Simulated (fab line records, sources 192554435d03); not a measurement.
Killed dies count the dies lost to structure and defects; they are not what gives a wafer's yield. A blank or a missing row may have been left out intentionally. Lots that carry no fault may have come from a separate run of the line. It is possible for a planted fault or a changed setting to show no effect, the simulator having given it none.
What tool caused it? + flow n5_finfet + 26 wafers from 9 lots sampled at 8 of the route's 1938 steps

## WHAT THE GAUGES SHOWED, per wafer
N5_SD_EPI_N_EPI_MEAS_23.
| lot  | measured    | on            | thk_nm (nm)    |
|------|-------------|---------------|----------------|
| L451 | day 3 10:04 | film_metro-02 | 59.5 58.0 57.5 |
| L456 | day 4 23:29 | film_metro-01 | 61.5 60.5 59.9 |
| L457 | day 5 18:34 | film_metro-01 | 59.7 58.0 58.1 |
| L458 | day 5 20:49 | film_metro-01 | 59.0 58.5 57.0 |
| L462 | day 6 04:31 | film_metro-01 | 59.0 59.9      |
| L463 | day 6 12:41 | film_metro-01 | 58.7 59.2 59.4 |
| L468 | day 7 17:23 | film_metro-01 | 60.5 59.8 61.8 |
| L470 | day 8 10:02 | film_metro-01 | 58.1 59.3 60.0 |
| L471 | day 8 14:14 | film_metro-01 | 60.6 61.6 59.2 |

N5_SD_EPI_N_INSPECT_26: inspects for defects (darkfield).
| lot  | measured    | on                | raw_defect_count |
|------|-------------|-------------------|------------------|
| L451 | day 3 10:37 | defect_inspect-02 | 216 270 190      |
| L456 | day 5 00:13 | defect_inspect-02 | 231 229 252      |
| L457 | day 5 19:17 | defect_inspect-02 | 177 219 283      |
| L458 | day 5 21:24 | defect_inspect-02 | 625 668 680      |
| L462 | day 6 05:47 | defect_inspect-02 | 650 689          |
| L463 | day 6 13:14 | defect_inspect-01 | 253 222 193      |
| L468 | day 7 18:19 | defect_inspect-01 | 286 337 206      |
| L470 | day 8 10:35 | defect_inspect-02 | 165 138 206      |
| L471 | day 8 14:47 | defect_inspect-01 | 209 252 181      |

N5_SD_EPI_P_INSPECT_11: inspects for defects (macro).
| lot  | measured    | on                | raw_defect_count |
|------|-------------|-------------------|------------------|
| L451 | day 3 10:57 | defect_inspect-02 | 5 2 2            |
| L456 | day 5 00:32 | defect_inspect-02 | 1 2 2            |
| L457 | day 5 19:44 | defect_inspect-02 | 2 5 1            |
| L458 | day 5 21:51 | defect_inspect-01 | >300 >300 >300   |
| L462 | day 6 06:14 | defect_inspect-01 | >300 >300        |
| L463 | day 6 13:34 | defect_inspect-01 | 3 3 2            |
| L468 | day 7 18:38 | defect_inspect-01 | 2 1 2            |
| L470 | day 8 10:55 | defect_inspect-02 | 2 1 0            |
| L471 | day 8 15:14 | defect_inspect-01 | 1 0 2            |

N5_SD_EPI_P_INSPECT_26: inspects for defects (darkfield).
| lot  | measured    | on                | raw_defect_count |
|------|-------------|-------------------|------------------|
| L451 | day 3 22:25 | defect_inspect-02 | 217 232 152      |
| L456 | day 5 04:45 | defect_inspect-01 | 173 183 241      |
| L457 | day 5 23:37 | defect_inspect-02 | 129 185 222      |
| L458 | day 6 02:38 | defect_inspect-01 | 626 702 673      |
| L462 | day 6 09:59 | defect_inspect-01 | 610 645          |
| L463 | day 6 17:42 | defect_inspect-01 | 206 186 154      |
| L468 | day 7 22:25 | defect_inspect-02 | 203 299 178      |
| L470 | day 8 15:39 | defect_inspect-02 | 149 133 174      |
| L471 | day 8 19:10 | defect_inspect-01 | 175 182 175      |

N5_SD_ACTIVATION_INSPECT_02: inspects for defects (darkfield).
| lot  | measured    | on                | raw_defect_count |
|------|-------------|-------------------|------------------|
| L451 | day 4 02:00 | defect_inspect-02 | 228 225 154      |
| L456 | day 5 05:43 | defect_inspect-01 | 173 191 253      |
| L457 | day 6 00:22 | defect_inspect-01 | 135 192 237      |
| L458 | day 6 03:30 | defect_inspect-01 | 617 706 654      |
| L462 | day 6 10:44 | defect_inspect-02 | 593 650          |
| L463 | day 6 18:37 | defect_inspect-02 | 212 193 150      |
| L468 | day 7 23:10 | defect_inspect-02 | 218 288 166      |
| L470 | day 8 16:35 | defect_inspect-02 | 143 134 179      |
| L471 | day 8 19:55 | defect_inspect-01 | 170 178 160      |

## EACH LOT AND THE TOOL THAT RAN IT (in order: tool; ch and the chambers of the sampled wafers; start)
| lot  | N5_SD_EPI_N_ETCHBACK_44           | N5_SD_EPI_N_SD_RECESS_17        | N5_SD_EPI_N_VAPOR_ETCH_50      |
|------|-----------------------------------|---------------------------------|--------------------------------|
| L451 | rie_diel-01 ch 0,2,3, day 3 07:05 | rie_si-04 ch 1,2,3, day 3 07:21 | epi_rpcvd-03 ch 0, day 3 08:11 |
| L456 | rie_diel-06 ch 0,2, day 4 20:31   | rie_si-01 ch 1,2,3, day 4 20:47 | epi_rpcvd-03 ch 0, day 4 21:36 |
| L457 | rie_diel-06 ch 0,1,2, day 5 15:35 | rie_si-01 ch 1,2,3, day 5 15:51 | epi_rpcvd-03 ch 0, day 5 16:43 |
| L458 | rie_diel-01 ch 1,2,3, day 5 17:14 | rie_si-01 ch 1,2,3, day 5 17:30 | epi_rpcvd-03 ch 0, day 5 18:54 |
| L462 | rie_diel-01 ch 1,2, day 6 01:34   | rie_si-04 ch 1,2, day 6 01:49   | epi_rpcvd-03 ch 0, day 6 02:44 |
| L463 | rie_diel-02 ch 1,2,3, day 6 09:28 | rie_si-04 ch 0,3, day 6 09:44   | epi_rpcvd-04 ch 0, day 6 10:52 |
| L468 | rie_diel-02 ch 0,2,3, day 7 14:24 | rie_si-06 ch 1,2,3, day 7 14:40 | epi_rpcvd-04 ch 0, day 7 15:29 |
| L470 | rie_diel-01 ch 0,2, day 8 06:12   | rie_si-06 ch 0,1,3, day 8 06:28 | epi_rpcvd-01 ch 0, day 8 07:30 |
| L471 | rie_diel-01 ch 0,2,3, day 8 10:17 | rie_si-04 ch 0,1, day 8 10:33   | epi_rpcvd-04 ch 0, day 8 11:47 |
- N5_SD_EPI_N_ETCHBACK_44: etches SiNx in CH3F/O2, stops on SiO2, target depth 14.5 nm.
- N5_SD_EPI_N_SD_RECESS_17: chemistry HBr/Cl2/O2, target depth 41 nm, time 23.7 s, bt time 3 s.
- N5_SD_EPI_N_VAPOR_ETCH_50: etches Si in HCl, time 54 s.

## AS READ BY THE TOOLS THEMSELVES (means over the sampled wafers that have a number; for cases with no such wafer, the mark the record gives instead)
N5_SD_EPI_N_ETCHBACK_44.
| lot  | tool        | drypump_motor_current_A (A) | oes_o_777_au (a.u.) | oes_product_au (a.u.) | rf_vpp_V (V) | showerhead_plenum_p_Torr (Torr) | throttle_valve_pct (%) |
|------|-------------|-----------------------------|---------------------|-----------------------|--------------|---------------------------------|------------------------|
| L451 | rie_diel-01 | 5.2                         | 0.74                | 0.63                  | 296          | 2.03                            | 16.30                  |
| L456 | rie_diel-06 | 5.0                         | 0.77                | 0.66                  | 302          | 2.10                            | 16.27                  |
| L457 | rie_diel-06 | 5.2                         | 0.76                | 0.64                  | 303          | 2.09                            | 16.32                  |
| L458 | rie_diel-01 | 5.4                         | 0.77                | 0.65                  | 296          | 2.00                            | 16.29                  |
| L462 | rie_diel-01 | 5.4                         | 0.78                | 0.67                  | 295          | 2.01                            | 16.30                  |
| L463 | rie_diel-02 | 5.6                         | 0.75                | 0.63                  | 299          | 2.05                            | 16.45                  |
| L468 | rie_diel-02 | 5.5                         | 0.81                | 0.68                  | 297          | 2.06                            | 16.38                  |
| L470 | rie_diel-01 | 5.1                         | 0.72                | 0.61                  | 296          | 2.02                            | 16.42                  |
| L471 | rie_diel-01 | 5.2                         | 0.71                | 0.61                  | 296          | 2.02                            | 16.38                  |

N5_SD_EPI_N_SD_RECESS_17.
| lot  | tool      | drypump_motor_current_A (A) | he_backside_leak_sccm (sccm) | oes_o_777_au (a.u.) | oes_product_au (a.u.) | throttle_valve_pct (%) |
|------|-----------|-----------------------------|------------------------------|---------------------|-----------------------|------------------------|
| L451 | rie_si-04 | 5.3                         | 2.9                          | 0.994               | 0.994                 | 37.15                  |
| L456 | rie_si-01 | 5.2                         | 2.7                          | 1.010               | 1.013                 | 37.09                  |
| L457 | rie_si-01 | 5.2                         | 2.8                          | 1.012               | 1.009                 | 37.11                  |
| L458 | rie_si-01 | 5.2                         | 2.7                          | 1.012               | 1.018                 | 37.10                  |
| L462 | rie_si-04 | 5.3                         | 3.0                          | 1.000               | 1.000                 | 37.09                  |
| L463 | rie_si-04 | 5.3                         | 2.9                          | 0.982               | 0.989                 | 37.13                  |
| L468 | rie_si-06 | 6.1                         | 2.8                          | 0.987               | 0.990                 | 37.03                  |
| L470 | rie_si-06 | 5.9                         | 2.4                          | 1.001               | 0.998                 | 37.24                  |
| L471 | rie_si-04 | 5.5                         | 3.1                          | 0.996               | 0.978                 | 36.79                  |

N5_SD_EPI_N_VAPOR_ETCH_50.
| lot  | tool         | throttle_valve_pct (%) |
|------|--------------|------------------------|
| L451 | epi_rpcvd-03 | 12.08                  |
| L456 | epi_rpcvd-03 | 12.19                  |
| L457 | epi_rpcvd-03 | 12.14                  |
| L458 | epi_rpcvd-03 | 12.29                  |
| L462 | epi_rpcvd-03 | 12.21                  |
| L463 | epi_rpcvd-04 | 12.20                  |
| L468 | epi_rpcvd-04 | 12.07                  |
| L470 | epi_rpcvd-01 | 11.59                  |
| L471 | epi_rpcvd-04 | 11.98                  |

## THE ANSWER, worked out from the rows above alone
Rule: what is usual is taken from the lots themselves. Put in order of their means at a reading, lots are off if they are a third of the lots or fewer, leave a main group of 4 or more, and stand apart from it by a gap of 3 or more times the standard deviation of the main group's means; of several such gaps the widest counts. If all means in a main group match to the digits the tables above print for the reading, that group is not used. Also off: a lot with no number at a reading for which 4 or more lots have one. All remaining lots with rows at the step are treated as sound. First the gauges in route order, then the tools' own readings, where a lot's mean is used as printed above. At the first step where some lot is off, the reading lying furthest off is the one used; lots without a number count as furthest.
Off: L458, L462 (N5_SD_EPI_N_INSPECT_26, raw_defect_count). For the main group the mean is 225 and the standard deviation 29.
If a tool, at a process step before that reading, ran all the lots that are off and no sound lot after the first of them, it fits. The gauges at N5_SD_EPI_N_INSPECT_26 aren't tried: what is off there is off at N5_SD_EPI_P_INSPECT_11 too, on other tools, and a gauge's error can't cause that. One candidate fits, namely epi_rpcvd-03 at N5_SD_EPI_N_VAPOR_ETCH_50. Its last sound lot is L457 (day 5 16:43), its first lot that is off L458 (day 5 18:54): a fault that began between those two fits.

## WHAT WAS PUT IN BY THE SIMULATOR
Chamber particle source: epi_rpcvd-03, from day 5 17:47 on, at N5_SD_EPI_N_VAPOR_ETCH_50. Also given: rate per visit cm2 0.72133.
Struck lots among those shown: L458, L462. Same finding as the rule above.
